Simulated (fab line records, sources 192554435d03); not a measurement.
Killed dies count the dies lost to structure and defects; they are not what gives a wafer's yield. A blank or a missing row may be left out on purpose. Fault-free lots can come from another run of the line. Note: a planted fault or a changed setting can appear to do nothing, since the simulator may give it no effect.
Comparing a struck lot with a sound one    flow n5 finfet    34 out of 1938 route steps
Sound: the wafers L547.2, L547.4, L547.6. Wafers L554.2, L554.3, L554.6 were the ones struck. The cause is named last.
Each step with rows lists, per side, the tool, then ch with its chambers, then its first start. Under that, the readings that differ: sound wafers    struck wafers    difference of the means    sigmas: that difference in standard deviations of wafers without a fault.
alike: readings with means less than 2 such deviations apart, plus words and numbers identical on both sides. not compared: withheld readings, readings lacking a value on some wafer, bounds such as >300 that could conceal the same value, and numbers that have no deviation in the record and whose values overlap.
The two part at a step that has a row with sigmas, a row that says differs or no value, or rows on one side only. When numbers do not overlap yet have no deviation, they are printed without sigmas and do not part them. Lack of a reading on every wafer of one side parts them only where that side has two or more wafers.

first, 9 steps without rows for these wafers: N5_BEOL_M11_DESCUM_33 (chemistry O2, time 7.9 s); N5_BEOL_M11_ETCH_65 (etches SiARC in CF4, target depth 39 nm, time 65 s); N5_BEOL_M11_ETCH_66 (etches SOC in N2/H2, target depth 120 nm, overetch 24 nm, time 180 s); N5_BEOL_M11_STRIP_69 (strips in N2/H2); N5_BEOL_M11_VIA_ETCH_34 (etches SiCOH lowk in C4F6/O2, target depth 184.5 nm, time 69.2 s); N5_BEOL_M11_STRIP_73 (strips in C4F6/O2); N5_BEOL_M11_STRIP_36 (strips in N2/H2); N5_BEOL_M11_TRENCH_ETCH_37 (etches SiCOH lowk in C4F6/O2, target depth 148.83 nm, time 48 s); N5_BEOL_M11_ETCH_41 (etches SiCN in CH3F/O2, target depth 42.6 nm, time 86 s).
N5_BEOL_M11_STRIP_77: strips in N2/H2, time 10 s.
  sound on rie diel-02 ch 0,2, day 14 03:01; struck on rie diel-02 ch 0,1,3, day 15 01:58
  alike: chamber pressure mTorr, drypump motor current A, oes product au, rf vpp V, showerhead plenum p Torr, throttle valve pct
  not compared: rf hours counter h
then, 23 steps without rows for these wafers: N5_BEOL_M11_HM_STRIP_39 (strips TiN in peroxide tin strip, target depth 25 nm, time 158 s); N5_BEOL_M11_SRD_40 (time 30 s); N5_BEOL_M11_PRECLEAN_42 (cleans in residue remover, time 60 s); N5_BEOL_M11_SRD_43 (time 30 s); N5_BEOL_M11_CURE_72 (cures SiCOH lowk, time 120 s); N5_BEOL_M11_DEGAS_44 (time 60 s); N5_BEOL_M11_PRE_CLEAN_45 (time 30 s); N5_BEOL_M11_ALD_74 (deposits TaN, target thk 2 nm, pulse time 2 s, purge time 3 s); N5_BEOL_M11_SURFACE_TREAT_76; N5_BEOL_M11_CVD_75 (deposits Co from CCTBA/H2, target thk 2 nm, time 138.9 s); N5_BEOL_M11_SPUTTER_48 (material Cu, target thk 12 nm, time 2 s); N5_BEOL_M11_ECD_50 (material Cu, target thk 318 nm); N5_BEOL_M11_ANNEAL_51 (time 90 s); N5_BEOL_M11_CMP_52 (polishes, stops on SiCOH lowk, t overpolish 7 s, target thk 140 nm); N5_BEOL_M11_PRE_CLEAN_55 (time 15 s); N5_BEOL_M11_DEP_56 (deposits SiCN from 3MS/NH3, target thk 30 nm, time 10.5 s); N5_BEOL_M12_ILD_DEP_00 (deposits SiOC from DEMS/O2, target thk 658.92 nm, time 130.7 s); N5_BEOL_M12_COAT_58 (time 60 s, resist thk 89 nm); N5_BEOL_M12_COAT_04 (resist thk 400 nm); N5_BEOL_M12_EBR_06; N5_BEOL_M12_SOFTBAKE_05 (time 60 s); N5_BEOL_M12_EXPOSE_07 (exposes mask V11); N5_BEOL_M12_PEB_08 (peb time 90 s).
N5_PASSIVATION_PROBE_49:
  rows exist in the record for the struck wafers here (prober-01, day 17 00:49), but not for the sound ones

== WHERE THEY PART ==
Within this record, at N5_PASSIVATION_PROBE_49 only.

WHY: the cause the simulator had injected
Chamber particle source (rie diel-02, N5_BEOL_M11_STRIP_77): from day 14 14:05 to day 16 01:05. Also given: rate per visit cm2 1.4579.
